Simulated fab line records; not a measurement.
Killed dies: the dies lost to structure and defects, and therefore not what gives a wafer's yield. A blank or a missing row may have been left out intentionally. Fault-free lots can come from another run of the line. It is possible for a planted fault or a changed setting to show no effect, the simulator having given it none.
Which tool was responsible? || flow nand_harc || 6 lots, 18 wafers sampled, at 5 steps of a route of 1159

## WHAT EACH GAUGE READ, for each wafer
NHARC_END_SORT_01.
{"lot": "L223", "measured": "day 24 05:48", "on": "prober-02", "killed_at_array": "673 672 675"}

## WHICH TOOL RAN EACH LOT (tool, then ch and the chambers of the sampled wafers, then the start)
{"lot": "L204", "NHARC_A_SGD_CUT_STRIP_17": "rie_diel-04 ch 0,2,3, day 14 13:47 or earlier", "NHARC_A_SLIT_DEP_25": "pecvd-01 ch 0,2, day 14 13:47", "NHARC_A_SLIT_DEP_00": "acl_dep-02 ch 0, day 14 14:34", "NHARC_A_WL_FILL_ALD_02": "ald_metal-04 ch 2,3, day 15 05:10"}
{"lot": "L211", "NHARC_A_SGD_CUT_STRIP_17": "rie_diel-02 ch 0,3, day 15 17:21 or earlier", "NHARC_A_SLIT_DEP_25": "pecvd-02 ch 0,1,2, day 15 17:21", "NHARC_A_SLIT_DEP_00": "acl_dep-01 ch 0, day 15 21:32", "NHARC_A_WL_FILL_ALD_02": "ald_metal-04 ch 0,2,3, day 16 11:20"}
{"lot": "L212", "NHARC_A_SGD_CUT_STRIP_17": "rie_diel-02 ch 1,3, day 16 13:22 or earlier", "NHARC_A_SLIT_DEP_25": "pecvd-01 ch 0,1, day 16 13:22", "NHARC_A_SLIT_DEP_00": "acl_dep-02 ch 0, day 16 14:11", "NHARC_A_WL_FILL_ALD_02": "ald_metal-02 ch 0,1,2, day 17 09:07"}
{"lot": "L216", "NHARC_A_SGD_CUT_STRIP_17": "rie_diel-02 ch 2,3, day 16 22:41 or earlier", "NHARC_A_SLIT_DEP_25": "pecvd-03 ch 0,1, day 16 22:41", "NHARC_A_SLIT_DEP_00": "acl_dep-02 ch 0, day 17 00:18", "NHARC_A_WL_FILL_ALD_02": "ald_metal-04 ch 0,3, day 17 15:04"}
{"lot": "L223", "NHARC_A_SGD_CUT_STRIP_17": "rie_diel-02 ch 1,2, day 19 07:32 or earlier", "NHARC_A_SLIT_DEP_25": "pecvd-01 ch 0,2, day 19 07:32", "NHARC_A_SLIT_DEP_00": "acl_dep-03 ch 0, day 19 08:12", "NHARC_A_WL_FILL_ALD_02": "ald_metal-02 ch 0,1,3, day 19 23:26"}
{"lot": "L226", "NHARC_A_SGD_CUT_STRIP_17": "rie_diel-02 ch 0,3, day 19 19:16 or earlier", "NHARC_A_SLIT_DEP_25": "pecvd-01 ch 0,2, day 19 19:16", "NHARC_A_SLIT_DEP_00": "acl_dep-01 ch 0, day 19 21:47", "NHARC_A_WL_FILL_ALD_02": "ald_metal-01 ch 0,1,3, day 20 14:58"}
- NHARC_A_SGD_CUT_STRIP_17: strips in O2.
- NHARC_A_SLIT_DEP_25: deposits SiO2, target thk 200 nm.
- NHARC_A_SLIT_DEP_00: deposits aC, target thk 3200 nm.
- NHARC_A_WL_FILL_ALD_02: deposits TiN, target thk 2 nm, pulse time 3 s, ald cycles 100.

## THE ANSWER, worked out from the rows above alone
Rule: the usual values come from the lots themselves. The widest of any qualifying gaps counts: lots, ordered by their means at a reading, are off when they make up no more than a third of the lots, leave a main group of 4 or more, and stand apart from it by 3 or more times the standard deviation of that group's means. A main group is skipped when, at the precision printed for the reading in the tables above, its means are all equal. A lot without any number at a reading at which 4 lots or more have one is off too. Where the step has rows for the other lots, those lots are counted as sound.
Across all readings shown, no lot is off: no conclusion can be drawn from this.

## WHAT THE SIMULATOR HAD INSERTED
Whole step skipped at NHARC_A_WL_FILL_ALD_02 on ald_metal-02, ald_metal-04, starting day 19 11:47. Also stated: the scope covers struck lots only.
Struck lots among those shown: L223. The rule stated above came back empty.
